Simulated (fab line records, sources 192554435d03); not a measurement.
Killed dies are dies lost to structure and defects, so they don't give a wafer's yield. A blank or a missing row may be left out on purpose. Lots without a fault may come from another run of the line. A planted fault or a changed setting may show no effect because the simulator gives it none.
Split-lot experiment | flow n5_finfet | 7 lots, 21 wafers read, on a route of 1938 steps

THE SPLIT
At N5_BEOL_M12_SPUTTER_44 (material Ta, target thk 10 nm, time 16.13 s), the setting time_s was moved away from the recipe's 16.13 s on 4 of the 21 wafers read, by -13.5% to +12.9%. The other wafers ran this setting at the recipe's value.

The reading is taken at the split's own step.

THE READING
Ta_of_BEOL_M12_SPUTTER_44.thk_nm (the simulator's own value, which no gauge read), in nm, at N5_BEOL_M12_SPUTTER_44 (material Ta, target thk 10 nm, time 16.13 s). The file gives no usual value for it. The 17 wafers here that ran the recipe average 9.9 nm, standard deviation 0.16 nm.

wafer  | tool, chamber at the split | time_s as run, s | against the recipe | Ta_of_BEOL_M12_SPUTTER_44.thk_nm, nm | against lot-mates on the recipe
L080.2 | pvd_sputter-02, -          | 16.13            | recipe             | 10                                   | -
L080.3 | pvd_sputter-02, -          | 16.13            | recipe             | 9.8                                  | -
L080.6 | pvd_sputter-02, -          | 18.04            | +11.8%             | 11.4                                 | +1.5
L074.2 | pvd_sputter-03, -          | 16.13            | recipe             | 10                                   | -
L074.4 | pvd_sputter-03, -          | 16.13            | recipe             | 9.8                                  | -
L074.5 | pvd_sputter-03, -          | 16.13            | recipe             | 9.8                                  | -
L084.1 | pvd_sputter-01, -          | 16.13            | recipe             | 9.6                                  | -
L084.2 | pvd_sputter-01, -          | 16.13            | recipe             | 10                                   | -
L084.3 | pvd_sputter-01, -          | 16.13            | recipe             | 9.8                                  | -
L083.2 | pvd_sputter-01, -          | 13.95            | -13.5%             | 8.4                                  | -1.4
L083.5 | pvd_sputter-01, -          | 13.95            | -13.5%             | 8.6                                  | -1.2
L083.6 | pvd_sputter-01, -          | 16.13            | recipe             | 9.8                                  | -
L087.2 | pvd_sputter-01, -          | 16.13            | recipe             | 9.6                                  | -
L087.4 | pvd_sputter-01, -          | 16.13            | recipe             | 10                                   | -
L087.5 | pvd_sputter-01, -          | 16.13            | recipe             | 9.8                                  | -
L092.2 | pvd_sputter-03, -          | 16.13            | recipe             | 10                                   | -
L092.4 | pvd_sputter-03, -          | 16.13            | recipe             | 10                                   | -
L092.6 | pvd_sputter-03, -          | 16.13            | recipe             | 10                                   | -
L094.1 | pvd_sputter-03, -          | 18.21            | +12.9%             | 11.4                                 | +1.3
L094.4 | pvd_sputter-03, -          | 16.13            | recipe             | 10.2                                 | -
L094.5 | pvd_sputter-03, -          | 16.13            | recipe             | 10                                   | -

THE FIT
A straight line over all 21 wafers: Ta_of_BEOL_M12_SPUTTER_44.thk_nm changes by +0.112 nm for each +1% of time_s; r = +0.97; the points scatter about the line by 0.16 nm.
The same after taking each lot's own level away (the mean of its wafers on the recipe; 21 wafers): +0.104 nm for each +1%; r = +0.98; scatter 0.13 nm.
On that fit, the largest move of time_s shifts the reading by 1.4 nm.
The lots' own levels span 9.80 to 10.10 nm, that is 1.9 times the standard deviation above.
So the lot-to-lot level changes the slope little: the two slopes agree.
Check: with one of the wafers moved furthest among these (-13.5%) left out of the fit, the line predicts -1.37 nm for it against its lot-mates. It came out at -1.4 nm against them.

OTHER SPLITS ON THESE WAFERS
These wafers also went through other splits before the reading. Each is held against what the fit with the lots' levels taken away leaves over:
other split on the same wafers  | wafers away from the commonest value | r with Ta_of_BEOL_M12_SPUTTER_44.thk_nm (lot level and that fit taken away)
N5_BEOL_M8_EXPOSE_25 dose_mj    | 9                                    | -0.07
N5_BEOL_M8_VIA_ETCH_34 source_w | 9                                    | +0.01
N5_BEOL_M9_ETCH_66 time_s       | 6                                    | +0.31
N5_BEOL_M11_COAT_22 spin_rpm    | 4                                    | +0.14
N5_BEOL_M12_ETCH_68 time_s      | 6                                    | -0.03

THE FILE'S OWN FIT
Ta_of_BEOL_M12_SPUTTER_44.thk_nm changes by +0.106 nm for each +1% of time_s, r = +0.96.
